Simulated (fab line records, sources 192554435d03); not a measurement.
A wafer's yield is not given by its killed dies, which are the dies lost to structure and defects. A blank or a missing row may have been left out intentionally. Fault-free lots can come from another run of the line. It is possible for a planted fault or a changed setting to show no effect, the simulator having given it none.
Split-lot study -- flow n5-finfet -- on a route of 1938 steps: 7 lots, 21 wafers read

THE SPLIT
At N5_SDB_COAT_03 (time 60 s, resist thk 100 nm), the setting spin-rpm was moved away from the recipe's 1500 rpm on 7 of the 21 wafers read, by -10.9% to +10.3%. All remaining wafers had this setting at the recipe value.

The split's own step is where the reading is taken.

THE READING
SOC_of_SDB_COAT_03.thk-nm (the simulator's own value, which no gauge read), in nm, at N5_SDB_COAT_03 (time 60 s, resist thk 100 nm). The file gives no usual value for it. Average 100.0 nm, standard deviation 0.5 nm, over the 14 wafers here run with the recipe.

wafer,"tool, chamber at the split","spin-rpm as run, rpm",against the recipe,"SOC_of_SDB_COAT_03.thk-nm, nm",against lot-mates on the recipe
L074.2,"litho-track-03, 0",1500,recipe,100.2,-
L074.4,"litho-track-03, 0",1500,recipe,100.4,-
L074.6,"litho-track-03, 0",1500,recipe,100.4,-
L077.1,"litho-track-03, 0",1626,+8.4%,95.4,-3.6
L077.6,"litho-track-03, 0",1626,+8.4%,95.4,-3.6
L077.4,"litho-track-03, 0",1500,recipe,99,-
L078.1,"litho-track-01, 0",1618,+7.9%,95.8,-3.5
L078.2,"litho-track-01, 0",1500,recipe,99.2,-
L078.4,"litho-track-01, 0",1500,recipe,99.4,-
L082.1,"litho-track-01, 0",1500,recipe,100.2,-
L082.2,"litho-track-01, 0",1654,+10.3%,95.4,-4.7
L082.3,"litho-track-01, 0",1500,recipe,100,-
L083.2,"litho-track-01, 0",1413,-5.8%,103.4,+3.0
L083.5,"litho-track-01, 0",1413,-5.8%,103.6,+3.2
L083.6,"litho-track-01, 0",1500,recipe,100.4,-
L087.1,"litho-track-03, 0",1500,recipe,100,-
L087.2,"litho-track-03, 0",1500,recipe,99.8,-
L087.4,"litho-track-03, 0",1336,-10.9%,105.8,+5.9
L093.1,"litho-track-03, 0",1500,recipe,100.6,-
L093.3,"litho-track-03, 0",1500,recipe,100.6,-
L093.5,"litho-track-03, 0",1500,recipe,100.4,-

FIT RESULTS
A straight line over all 21 wafers: SOC_of_SDB_COAT_03.thk-nm changes by -0.531 nm for each +1% of spin-rpm; r = -0.98; the points scatter about the line by 0.48 nm.
The same after taking each lot's own level away (the mean of its wafers on the recipe; 21 wafers): -0.481 nm for each +1%; r = -1.00; scatter 0.22 nm.
According to that fit, moving spin-rpm by its largest amount changes the reading by 5.3 nm.
The lots' own levels span 99.00 to 100.53 nm, that is 3.1 times the standard deviation above.
Hence the slope depends on the lot-to-lot level, as the two fits are not the same.
Check: with one of the wafers moved furthest among these (-10.9%) left out of the fit, the line predicts +5.15 nm for it against its lot-mates. It came out at +5.9 nm against them.

FURTHER SPLITS ON THESE WAFERS
These wafers also went through other splits before the reading. Each is held against what the fit with the lots' levels taken away leaves over:
other split on the same wafers,wafers away from the commonest value,r with SOC_of_SDB_COAT_03.thk-nm (lot level and that fit taken away)
N5_ZERO_LAYER_PECVD_02 time-s,7,+0.48
N5_WELL_APT_PEB_06 peb-time-s,7,-0.05
N5_WELL_APT_DEVELOP_07 develop-time-s,3,+0.19
N5_FIN_SAQP_PEB_14 peb-time-s,7,+0.18
N5_SD_EPI_N_PEB_07 peb-time-s,6,+0.24
N5_SD_EPI_N_ETCH_45 target-depth-a,5,+0.09

THE FILE'S OWN FIT
SOC_of_SDB_COAT_03.thk-nm changes by -0.482 nm for each +1% of spin-rpm, r = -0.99.
